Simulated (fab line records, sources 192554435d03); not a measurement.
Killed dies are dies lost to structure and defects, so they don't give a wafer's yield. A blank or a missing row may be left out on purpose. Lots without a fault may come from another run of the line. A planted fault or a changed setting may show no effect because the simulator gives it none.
Split-lot experiment | flow n5_finfet | 7 lots, 39 wafers read, on a route of 1938 steps

THE SPLIT
At N5_MIM_BOT_ETCH_ETCH_04 (etches SiNx in CF4/O2, target depth 26 nm, time 13 s), the setting time_s was moved away from the recipe's 13 s on 12 of the 39 wafers read, by -59.9% to +50.3%. The other wafers ran this setting at the recipe's value.

The reading is taken at the split's own step.

THE READING
MIM_BOT_ETCH.cd_offset_nm (the simulator's own value, which no gauge read), in nm, at N5_MIM_BOT_ETCH_ETCH_04 (etches SiNx in CF4/O2, target depth 26 nm, time 13 s). The file gives no usual value for it. The 27 wafers here that ran the recipe average 0.0 nm, standard deviation 0.12 nm.

wafer  | tool, chamber at the split | time_s as run, s | against the recipe | MIM_BOT_ETCH.cd_offset_nm, nm | against lot-mates on the recipe
L076.1 | rie_diel-04, 0             | 13               | recipe             | 0                             | -
L076.2 | rie_diel-04, 1             | 13               | recipe             | -0.2                          | -
L076.3 | rie_diel-04, 2             | 15.03            | +15.6%             | -0.2                          | -0.1
L076.4 | rie_diel-04, 3             | 13               | recipe             | 0                             | -
L076.5 | rie_diel-04, 2             | 15.03            | +15.6%             | 0                             | +0.1
L076.6 | rie_diel-04, 3             | 15.03            | +15.6%             | -0.2                          | -0.1
L077.1 | rie_diel-01, 2             | 13               | recipe             | 0.2                           | -
L077.2 | rie_diel-01, 0             | 13               | recipe             | 0                             | -
L077.3 | rie_diel-01, 1             | 13               | recipe             | 0                             | -
L077.4 | rie_diel-01, 3             | 13               | recipe             | 0.2                           | -
L077.5 | rie_diel-01, 3             | 13               | recipe             | 0.2                           | -
L077.6 | rie_diel-01, 0             | 13               | recipe             | 0                             | -
L078.2 | rie_diel-03, 2             | 13               | recipe             | 0                             | -
L078.3 | rie_diel-03, 1             | 13               | recipe             | 0                             | -
L078.5 | rie_diel-03, 2             | 13               | recipe             | 0                             | -
L088.1 | rie_diel-03, 1             | 16               | +23.1%             | -0.2                          | -0.3
L088.2 | rie_diel-03, 3             | 13               | recipe             | 0                             | -
L088.3 | rie_diel-03, 2             | 16               | +23.1%             | -0.2                          | -0.3
L088.4 | rie_diel-03, 0             | 13               | recipe             | 0                             | -
L088.5 | rie_diel-03, 1             | 13               | recipe             | 0.2                           | -
L088.6 | rie_diel-03, 2             | 16               | +23.1%             | -0.2                          | -0.3
L089.1 | rie_diel-01, 1             | 13               | recipe             | -0.2                          | -
L089.2 | rie_diel-01, 0             | 13               | recipe             | 0                             | -
L089.3 | rie_diel-01, 2             | 13               | recipe             | 0.2                           | -
L089.4 | rie_diel-01, 3             | 13               | recipe             | 0                             | -
L089.5 | rie_diel-01, 2             | 13               | recipe             | 0                             | -
L089.6 | rie_diel-01, 1             | 13               | recipe             | 0                             | -
L092.1 | rie_diel-04, 0             | 13               | recipe             | 0                             | -
L092.2 | rie_diel-04, 3             | 5.212            | -59.9%             | 0.8                           | +0.9
L092.3 | rie_diel-04, 2             | 13               | recipe             | 0                             | -
L092.4 | rie_diel-04, 1             | 13               | recipe             | -0.2                          | -
L092.5 | rie_diel-04, 3             | 5.212            | -59.9%             | 0.8                           | +0.9
L092.6 | rie_diel-04, 0             | 5.212            | -59.9%             | 0.6                           | +0.7
L095.1 | rie_diel-04, 2             | 13               | recipe             | 0                             | -
L095.2 | rie_diel-04, 1             | 13               | recipe             | -0.2                          | -
L095.3 | rie_diel-04, 3             | 19.54            | +50.3%             | -0.8                          | -0.7
L095.4 | rie_diel-04, 0             | 19.54            | +50.3%             | -0.6                          | -0.5
L095.5 | rie_diel-04, 3             | 13               | recipe             | -0.2                          | -
L095.6 | rie_diel-04, 2             | 19.54            | +50.3%             | -0.6                          | -0.5

THE FIT
A straight line over all 39 wafers: MIM_BOT_ETCH.cd_offset_nm changes by -0.0122 nm for each +1% of time_s; r = -0.93; the points scatter about the line by 0.12 nm.
The same after taking each lot's own level away (the mean of its wafers on the recipe; 39 wafers): -0.012 nm for each +1%; r = -0.94; scatter 0.1 nm.
On that fit, the largest move of time_s shifts the reading by 0.72 nm.
The lots' own levels span -0.13 to 0.10 nm, that is 1.9 times the standard deviation above.
So the lot-to-lot level changes the slope little: the two slopes agree.
Check: with one of the wafers moved furthest among these (-59.9%) left out of the fit, the line predicts +0.704 nm for it against its lot-mates. It came out at +0.867 nm against them.

OTHER SPLITS ON THESE WAFERS
These wafers also went through other splits before the reading. Each is held against what the fit with the lots' levels taken away leaves over:
other split on the same wafers | wafers away from the commonest value | r with MIM_BOT_ETCH.cd_offset_nm (lot level and that fit taken away)
N5_BEOL_M12_SPUTTER_44 time_s  | 9                                    | -0.11
N5_BEOL_M14_DEP_53 time_s      | 12                                   | +0.03

THE WHOLE CHAIN: every reading that the file lists as answering this split, in the file's order
step                    | what it does                                         | reading                                                                    | change (the file's fit)                | r (the file's)
N5_MIM_BOT_ETCH_ETCH_04 | etches SiNx in CF4/O2, target depth 26 nm, time 13 s | etch.depth_nm (the simulator's own value, which no gauge read)             | +0.27 nm for each +1% of the setting   | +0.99
N5_MIM_BOT_ETCH_ETCH_04 | etches SiNx in CF4/O2, target depth 26 nm, time 13 s | MIM_BOT_ETCH.cd_offset_nm (the simulator's own value, which no gauge read) | -0.0119 nm for each +1% of the setting | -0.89

THE FILE'S OWN FIT
MIM_BOT_ETCH.cd_offset_nm changes by -0.0119 nm for each +1% of time_s, r = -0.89.
